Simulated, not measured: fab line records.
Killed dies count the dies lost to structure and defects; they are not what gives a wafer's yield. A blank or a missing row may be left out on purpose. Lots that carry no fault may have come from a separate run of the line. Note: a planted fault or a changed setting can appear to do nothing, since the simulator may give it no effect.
2 desks, one fault ; flow nandHarc ; numbers are kept per desk, each desk with only its own; the story behind them comes last

## THE METROLOGY DESK
What the gauges read for every lot (on any tool): the sampled wafers with a number, averaged. If a lot's mean is further than 4 standard deviations from the usual mean, the lot is out of limits and carries the mark OUT (the distance appears in the brackets).
Columns: A = cdNm at NHARC_THIN_TSV_CD_MEAS_33, usual 4999.4 nm
lot;first seen here;A
L504;day 19 08:10;4997.7
L505;day 19 15:21;4999.1
L506;day 19 17:46;4999.0
L507;day 19 23:11;5000.7
L509;day 20 15:21;4999.2
L510;day 20 16:40;5000.3
L513;day 21 10:02;4996.8
L515;day 21 12:33;5000.2
L517;day 21 13:37;4999.0
L514;day 21 16:59;4998.2
L516;day 22 00:08;4999.4
L518;day 22 15:07;4997.2
L519;day 23 03:32;5003.2
L520;day 23 04:27;4999.7
Result from this desk: across the 14 lots, nothing is out of limits.

## FOR THE TOOL OWNER'S DESK: pecvd-02
The tool's own readings at NHARC_A_CONTACT_DEP_24 (deposits SiO2, target thk 500 nm): means of the sampled wafers that have a number, for each lot that ran on this tool. If a lot's mean is further than 4 standard deviations from the usual mean, the lot is out of limits and carries the mark OUT (the distance appears in the brackets).
Columns: A = heaterPowerOuterW at NHARC_A_CONTACT_DEP_24, usual 327 W; B = heaterPowerW at NHARC_A_CONTACT_DEP_24, usual 588 W; C = throttleValvePct at NHARC_A_CONTACT_DEP_24, usual 15.9 %
lot;first seen here;A;B;C
L504;day 16 06:08;317;560;15.8
L506;day 16 14:48;342;631;16.0
L510;day 17 22:28;325;582;15.8
L517;day 18 19:17;286;542;15.9
L516;day 19 05:32;346;633;16.3
L518;day 19 20:59;326;591;15.9
L519;day 19 23:25;258;480;16.2
Result from this desk: across the 7 lots, nothing is out of limits.

## ALL TOGETHER
From the metrology desk's view, nothing was out of limits.
The tool owner's desk saw nothing out of limits.

## WHAT THE SIMULATOR HAD INSERTED
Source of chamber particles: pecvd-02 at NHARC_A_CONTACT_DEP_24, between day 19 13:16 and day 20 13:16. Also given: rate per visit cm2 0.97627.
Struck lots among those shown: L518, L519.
